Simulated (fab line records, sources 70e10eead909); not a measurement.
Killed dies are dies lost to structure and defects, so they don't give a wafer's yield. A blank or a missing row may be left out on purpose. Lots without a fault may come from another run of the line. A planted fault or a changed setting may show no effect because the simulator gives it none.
A struck lot beside a sound one | flow nand_harc | 43 steps out of a route of 1302
Sound: wafers L153.1, L153.5, L153.6. Struck: wafer L157.5. (L157.3, L157.6 of the same lot were not struck and are left out.) The cause comes at the end.
At each step with rows: each side's tool, then ch and its chambers, then its first start. Under that, the readings that differ: sound wafers | struck wafers | difference of the means | sigmas: that difference in standard deviations of wafers without a fault.
alike: readings whose means differ by less than 2 such deviations, and words and numbers that are the same on both sides. not compared: withheld readings, readings that some wafer has no value for, bounds like >300 that may hide the same value, and numbers for which the record gives no deviation and whose values overlap.
The two part at a step that has a row with sigmas, a row that says differs or no value, or rows on one side only. Numbers that don't overlap but have no deviation are shown without sigmas and don't part them. A reading that every wafer of one side lacks parts them only if that side has two wafers or more.

NHARC_A_ONON_D2_THK_MEAS_21: measures by ellipsometry.
  sound on film_metro-02, day 14 10:58; struck on film_metro-01, day 16 12:56
  reading     | sound       | struck | difference | sigmas
  thk_nm (nm) | 995 993 995 | 1025   | +31        | +3
then, 1 step without rows for these wafers: NHARC_A_ONON_D2_DEP_22 (target thk 1000 nm).
NHARC_A_ONON_D2_THK_MEAS_24: measures by ellipsometry.
  sound on film_metro-02, day 14 11:32; struck on film_metro-01, day 16 13:29
  alike: thk_nm
then, 1 step without rows for these wafers: NHARC_A_ONON_D2_DEP_25 (target thk 1000 nm).
NHARC_A_ONON_D2_THK_MEAS_27: measures by ellipsometry.
  sound on film_metro-02, day 14 12:06; struck on film_metro-01, day 16 14:04
  alike: thk_nm
then, 1 step without rows for these wafers: NHARC_A_ONON_D2_DEP_28 (target thk 1000 nm).
NHARC_A_ONON_D2_THK_MEAS_30: measures by ellipsometry.
  sound on film_metro-02, day 14 12:40; struck on film_metro-01, day 16 14:38
  alike: thk_nm
then, 1 step without rows for these wafers: NHARC_A_ONON_D2_DEP_33 (deposits SiO2, target thk 200 nm).
NHARC_A_ONON_D2_THK_MEAS_34: measures by ellipsometry.
  sound on film_metro-02, day 14 13:08; struck on film_metro-01, day 16 15:06
  alike: thk_nm
NHARC_A_ONON_D2_INSPECT_32:
  sound on defect_inspect-01, day 14 13:12; struck on defect_inspect-02, day 16 15:10
  alike: raw_defect_count
then, 1 step without rows for these wafers: NHARC_A_CHANNEL_HOLE_D2_DEP_00 (deposits aC, target thk 3100 nm).
NHARC_A_CHANNEL_HOLE_D2_DEP_01: deposits SiON, target thk 140 nm.
  sound on pecvd-03 ch 1,2, day 14 15:14; struck on pecvd-03 ch 2, day 16 19:06
  alike: heater_power_w
then, 10 steps without rows for these wafers: NHARC_A_CHANNEL_HOLE_D2_DEHYDRATE_02 (time 120 s); NHARC_A_CHANNEL_HOLE_D2_HMDS_03 (time 30 s); NHARC_A_CHANNEL_HOLE_D2_COAT_36 (time 75 s); NHARC_A_CHANNEL_HOLE_D2_COAT_37 (time 65 s); NHARC_A_CHANNEL_HOLE_D2_COAT_04 (resist thk 90 nm); NHARC_A_CHANNEL_HOLE_D2_SOFTBAKE_05 (time 55 s); NHARC_A_CHANNEL_HOLE_D2_EBR_06; NHARC_A_CHANNEL_HOLE_D2_EXPOSE_07 (exposes mask HOLE D2, target cd 100 nm); NHARC_A_CHANNEL_HOLE_D2_PEB_08 (peb time 65 s); NHARC_A_CHANNEL_HOLE_D2_DEVELOP_09 (develop time 35 s).
NHARC_A_CHANNEL_HOLE_D2_CD_MEAS_10: target cd 100 nm.
  sound on cd_sem-03 ch 0, day 14 15:52; struck on cd_sem-01 ch 0, day 16 19:48
  alike: cd_nm
NHARC_A_CHANNEL_HOLE_D2_OVL_MEAS_11:
  sound on overlay-01, day 14 15:57; struck on overlay-01, day 16 19:53
  reading           | sound          | struck | difference | sigmas
  overlay_x_nm (nm) | -1.1 -1.5 -1.3 | 0.6    | +1.9       | +2
  alike: overlay_y_nm
NHARC_A_CHANNEL_HOLE_D2_INSPECT_12:
  sound on defect_inspect-02, day 14 15:59; struck on defect_inspect-02, day 16 19:55
  reading          | sound  | struck | difference | sigmas
  raw_defect_count | 5 10 7 | 365    | +358       | +16
NHARC_A_CHANNEL_HOLE_D2_DESCUM_15: chemistry O2, time 3 s.
  sound on rie_diel-13 ch 0,2,3, day 14 16:03; struck on rie_diel-13 ch 2, day 16 19:59
  alike: drypump_motor_current_A, oes_product_au, rf_vpp_V, showerhead_plenum_p_Torr, throttle_valve_pct
  not compared: rf_hours_counter_h
then, 4 steps without rows for these wafers: NHARC_A_CHANNEL_HOLE_D2_ETCH_38 (etches the open film in CF4, target depth 39 nm, time 65 s); NHARC_A_CHANNEL_HOLE_D2_ETCH_39 (etches the open film in N2/H2, target depth 260 nm, time 325 s); NHARC_A_CHANNEL_HOLE_D2_ETCH_34 (etches the open film in CF4/CHF3, target depth 154 nm, time 77 s); NHARC_A_CHANNEL_HOLE_D2_ETCH_16 (etches the open film in O2/COS, target depth 3100 nm, time 806 s).
NHARC_A_CHANNEL_HOLE_D2_CD_MEAS_18:
  sound on cd_sem-01, day 14 17:22; struck on cd_sem-03, day 16 21:05
  alike: cd_nm
then, 1 step without rows for these wafers: NHARC_A_CHANNEL_HOLE_D2_ETCH_19 (etches the open film in C4F8/O2/Ar, time 34.5 s).
NHARC_A_CHANNEL_HOLE_D2_ETCH_20: etches the open film in C4F8/O2/Ar, time 361.9 s, target depth 1600 nm.
  sound on har_etch-02 ch 0, day 14 17:40; struck on har_etch-01 ch 1, day 16 21:26
  reading                     | sound       | struck | difference | sigmas
  drypump_motor_current_A (A) | 4.9 4.9 4.9 | 6.2    | +1.3       | +3
  alike: showerhead_plenum_p_Torr, throttle_valve_pct
  not compared: rf_hours_counter_h
then, 1 step without rows for these wafers: NHARC_A_CHANNEL_HOLE_D2_ETCH_21 (etches the open film in C4F8/O2/Ar, time 514.3 s, target depth 1600 nm).
NHARC_A_CHANNEL_HOLE_D2_ETCH_22: etches the open film in C4F8/O2/Ar, time 666.7 s, target depth 1600 nm.
  sound on har_etch-02 ch 0, day 14 19:10; struck on har_etch-01 ch 1, day 16 22:19
  reading                     | sound       | struck | difference | sigmas
  drypump_motor_current_A (A) | 4.9 4.9 4.9 | 6.2    | +1.3       | +3
  alike: showerhead_plenum_p_Torr, throttle_valve_pct
  not compared: rf_hours_counter_h
then, 1 step without rows for these wafers: NHARC_A_CHANNEL_HOLE_D2_ETCH_23 (etches the open film in C4F8/O2/Ar, time 819 s, target depth 1600 nm).
NHARC_A_CHANNEL_HOLE_D2_ETCH_24: etches the open film in C4F8/O2/Ar, time 906.2 s, target depth 1500 nm.
  sound on har_etch-02 ch 0, day 14 21:41; struck on har_etch-01 ch 1, day 16 23:40
  reading                     | sound       | struck | difference | sigmas
  drypump_motor_current_A (A) | 4.9 5.0 4.9 | 6.2    | +1.3       | +3
  alike: showerhead_plenum_p_Torr, throttle_valve_pct
  not compared: rf_hours_counter_h
NHARC_A_CHANNEL_HOLE_D2_ETCH_25: etches the open film in C4F8/O2/Ar, time 1040.2 s, target depth 1500 nm.
  sound on har_etch-02 ch 0, day 14 23:11; struck on har_etch-01 ch 1, day 17 00:29
  reading                     | sound       | struck | difference | sigmas
  drypump_motor_current_A (A) | 5.0 5.0 5.0 | 6.2    | +1.2       | +3
  alike: showerhead_plenum_p_Torr, throttle_valve_pct
  not compared: rf_hours_counter_h
then, 3 steps without rows for these wafers: NHARC_A_CHANNEL_HOLE_D2_ETCH_26 (etches the open film in C4F8/O2/Ar, time 224.1 s, target depth 300 nm); NHARC_A_CHANNEL_HOLE_D2_ETCH_27 (etches the open film in C4F8/O2/Ar, time 90 s, target depth 400 nm); NHARC_A_CHANNEL_HOLE_D2_STRIP_41 (strips in N2/H2).
NHARC_A_CHANNEL_HOLE_D2_INSPECT_40:
  sound on defect_inspect-01, day 15 03:17; struck on defect_inspect-02, day 17 03:02
  reading          | sound       | struck | difference | sigmas
  raw_defect_count | 200 221 235 | 553    | +334       | +5
-- the record jumps here: 11 days lie between the struck wafers' starts before and after (it left off in module A_CHANNEL_HOLE_D2 and takes up again in module END, whose first step shown is number 1302 of the route) --
NHARC_END_SORT_01:
  the record has rows for the struck wafers here (prober-01 ch 0, day 27 21:52) and none for the sound ones

WHERE THEY PART
First at NHARC_A_ONON_D2_THK_MEAS_21; last, within this record, at NHARC_END_SORT_01.

WHY: what the simulator had put in
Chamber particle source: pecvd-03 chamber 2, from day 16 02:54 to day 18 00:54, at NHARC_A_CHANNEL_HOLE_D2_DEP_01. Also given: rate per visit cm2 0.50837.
